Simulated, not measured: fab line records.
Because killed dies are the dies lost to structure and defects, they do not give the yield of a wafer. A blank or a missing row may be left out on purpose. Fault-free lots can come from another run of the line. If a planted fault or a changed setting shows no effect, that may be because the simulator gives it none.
Chamber matching    flow nand_harc    4 sister chambers for NHARC_P_CONTACT_CMP_01 on cmp-04
The step polishes SiO2, target thk 200 nm. 8 wafers are shown with their chamber, then 9 later ones without.

== EACH WAFER AND ITS CHAMBER ==
wafer   chamber  motor_current_A (A)  retaining_ring_pressure_frac
L075.6  0        12.6                 1.007
L081.4  2        11.1                 1.003
L081.6  1        11.9                 1.008
L084.1  1        11.7                 0.993
L084.2  0        13.3                 0.999
L087.1  3        10.6                 1.000
L087.5  3        11.5                 0.997
L087.6  2        11.8                 1.006

== WAFERS MISSING THEIR CHAMBER ==
wafer   motor_current_A (A)  retaining_ring_pressure_frac
L089.1  11.0                 0.994
L089.2  12.3                 0.995
L089.4  11.3                 1.004
L095.1  12.3                 1.006
L095.3  10.5                 0.998
L095.4  13.1                 0.999
L097.2  14.0                 1.005
L097.4  11.4                 1.004
L097.5  11.6                 0.999

== CHAMBER TAKEN BY EACH ==
wafer   from the rows above                in truth
L089.1  can't be placed: 3 or 2 or 1       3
L089.2  can't be placed: 1 or 0 or 2 or 3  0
L089.4  can't be placed: 2 or 3 or 1       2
L095.1  can't be placed: 1 or 0 or 2 or 3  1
L095.3  can't be placed: 3 or 2 or 1       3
L095.4  0                                  0
L097.2  0                                  0
L097.4  can't be placed: 2 or 1 or 3       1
L097.5  can't be placed: 1 or 2 or 3       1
Placed correctly: 2 of 9. From these rows, 7 cannot be placed; in 7 the true chamber is one of the candidates. Placed wrongly: 0.
How it was worked out, from the rows above alone: a wafer's distance from a chamber is the root of the sum, over the readings, of the square of ((its reading less the chamber's mean) divided by the reading's scatter). If the next closest chamber is less than 2 further off than the closest, the wafer can't be placed; otherwise it belongs to the closest. Each chamber's mean is taken over the wafers shown for it. The scatter is the square root of a quotient: the sum, over the shown wafers, of each reading's squared deviation from its chamber's mean, divided by wafers minus chambers.
